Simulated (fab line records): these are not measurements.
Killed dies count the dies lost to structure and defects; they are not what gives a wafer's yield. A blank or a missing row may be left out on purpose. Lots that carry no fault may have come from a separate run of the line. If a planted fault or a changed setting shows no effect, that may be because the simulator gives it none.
A struck lot beside a sound one + flow nand_harc + 15 steps out of a route of 1159
Sound: wafers L386.1, L386.2, L386.5. Struck: wafers L388.1, L388.3. (L388.4 of the same lot was not struck and is left out.) The cause comes at the end.
At each step with rows: each side's tool, then ch and its chambers, then its first start. Under that, the readings that differ: sound wafers + struck wafers + difference of the means + sigmas: that difference in standard deviations of wafers without a fault.
alike: words and numbers the same on both sides, and readings whose means are apart by under 2 such deviations; not compared: readings that were withheld, readings missing a value for some wafer, numbers with overlapping values and no deviation given by the record, and bounds like >300 which may hide the same value.
A row with sigmas, a row that says differs or no value, or rows on one side alone: a step with any of these is where the two part. Numbers that don't overlap but have no deviation are shown without sigmas and don't part them. A reading that every wafer of one side lacks parts them only if that side has two wafers or more.

first, 7 steps without rows for these wafers: NHARC_A_BLC_COAT_03 (time 65 s); NHARC_A_BLC_COAT_04 (resist thk 90 nm); NHARC_A_BLC_SOFTBAKE_05 (time 55 s); NHARC_A_BLC_EBR_06; NHARC_A_BLC_EXPOSE_07 (exposes mask A BLC, target cd 100 nm); NHARC_A_BLC_PEB_08 (peb time 65 s); NHARC_A_BLC_DEVELOP_09 (develop time 35 s).
NHARC_A_BLC_CD_MEAS_10 targets a cd of 100 nm.
  sound on cd_sem-02 ch 0, day 18 06:45; struck on cd_sem-02 ch 0, day 19 01:10
  alike: cd_nm
NHARC_A_BLC_OVL_MEAS_11:
  sound on overlay-01, day 18 06:50; struck on overlay-02, day 19 01:16
  alike: overlay_x_nm, overlay_y_nm
NHARC_A_BLC_INSPECT_12:
  sound on defect_inspect-02, day 18 06:52; struck on defect_inspect-01, day 19 01:17
  alike: raw_defect_count
NHARC_A_BLC_DESCUM_15: chemistry O2, time 3 s.
  sound on rie_diel-08 ch 0,1, day 18 06:56; struck on rie_diel-06 ch 1,3, day 19 01:21
  alike: drypump_motor_current_A, oes_product_au, rf_vpp_V, showerhead_plenum_p_Torr, throttle_valve_pct
  not compared: rf_hours_counter_h
NHARC_A_BLC_ETCH_16: etches the open film in CF4, target depth 39 nm, time 65 s.
  sound on rie_diel-08 ch 0,2, day 18 07:03; struck on rie_diel-06 ch 1,3, day 19 01:27
  alike: bias_w, drypump_motor_current_A, oes_product_au, rf_vpp_V, run_length_s, showerhead_plenum_p_Torr, throttle_valve_pct
  not compared: rf_hours_counter_h
NHARC_A_BLC_ETCH_17: etches the open film in N2/H2, target depth 390 nm, time 609.38 s.
  sound on rie_diel-08 ch 0,2, day 18 07:12; struck on rie_diel-06 ch 1,3, day 19 01:34
| reading          | sound             | struck      | difference                    | sigmas |
|------------------|-------------------|-------------|-------------------------------|--------|
| bias_w (W)       | 150.0 150.6 150.1 | - -         | no value on the struck wafers |        |
| run_length_s (s) | 630.8 630.5 630.9 | 609.9 609.7 | -20.9                         | -70    |
  alike: drypump_motor_current_A, h2_flow_sccm, oes_product_au, rf_vpp_V, showerhead_plenum_p_Torr, throttle_valve_pct
  not compared: rf_hours_counter_h
NHARC_A_BLC_ETCH_18: etches the open film in C4F8/O2/Ar, target depth 910 nm.
  sound on rie_diel-08 ch 0,1; struck on rie_diel-06 ch 0,3
  alike: bias_w, oes_product_au, rf_vpp_V
  not compared: rf_hours_counter_h
-- break in the record here, with 2 days between the starts of the struck wafers on either side (left off in module A_BLC, picked up again in module END, where the first step shown is number 1159 on the route) --
NHARC_END_SORT_01:
  here the record holds rows for the struck wafers (prober-01 ch 0, day 21 01:35) but none for the sound ones

WHERE THEY PART
First at NHARC_A_BLC_ETCH_17; last, within this record, at NHARC_END_SORT_01.

WHY: what had been put in by the simulator
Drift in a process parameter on rie_diel-06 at NHARC_A_BLC_ETCH_17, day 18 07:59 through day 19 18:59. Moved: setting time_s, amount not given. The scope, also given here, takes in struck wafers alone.
